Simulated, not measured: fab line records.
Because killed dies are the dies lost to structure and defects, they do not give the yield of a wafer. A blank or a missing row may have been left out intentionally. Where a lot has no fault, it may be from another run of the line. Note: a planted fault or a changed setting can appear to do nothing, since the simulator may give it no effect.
Chamber matching | flow nandHarc | rieDiel-12 running NHARC_P_M2_STRIP_18: 4 sister chambers
The step strips in N2/H2. 4 wafers are shown with their chamber, then 10 later ones without.

WAFERS PAIRED WITH THEIR CHAMBERS
wafer  | chamber | drypumpMotorCurrentA (A)
L085.5 | 2       | 5.2
L086.6 | 3       | 6.7
L091.3 | 1       | 6.0
L091.4 | 0       | 5.6

WAFERS WITH NO CHAMBER GIVEN
wafer  | drypumpMotorCurrentA (A)
L091.5 | 6.6
L093.2 | 5.2
L093.3 | 5.5
L093.6 | 5.6
L094.1 | 5.2
L094.3 | 6.7
L094.4 | 5.5
L097.1 | 6.6
L097.3 | 5.2
L097.4 | 5.6

THE CHAMBER EACH PASSED THROUGH
wafer  | from the rows above | in truth
L091.5 | 3                   | 3
L093.2 | 2                   | 2
L093.3 | 0                   | 0
L093.6 | 0                   | 0
L094.1 | 2                   | 2
L094.3 | 3                   | 3
L094.4 | 0                   | 0
L097.1 | 3                   | 3
L097.3 | 2                   | 2
L097.4 | 0                   | 0
Placed correctly: 10 of 10. Not placeable from these rows: 0. Number placed wrongly: 0.
How it was worked out, from the rows above alone: a wafer's distance from a chamber is the root of the sum, over the readings, of the square of ((its reading less the chamber's mean) divided by the reading's scatter). If the next closest chamber is less than 2 further off than the closest, the wafer can't be placed; otherwise it belongs to the closest. A chamber's mean is the mean of its shown wafers. The scatter: root of mean squared gap, hidden wafer to nearest shown wafer, with one shown wafer a chamber.
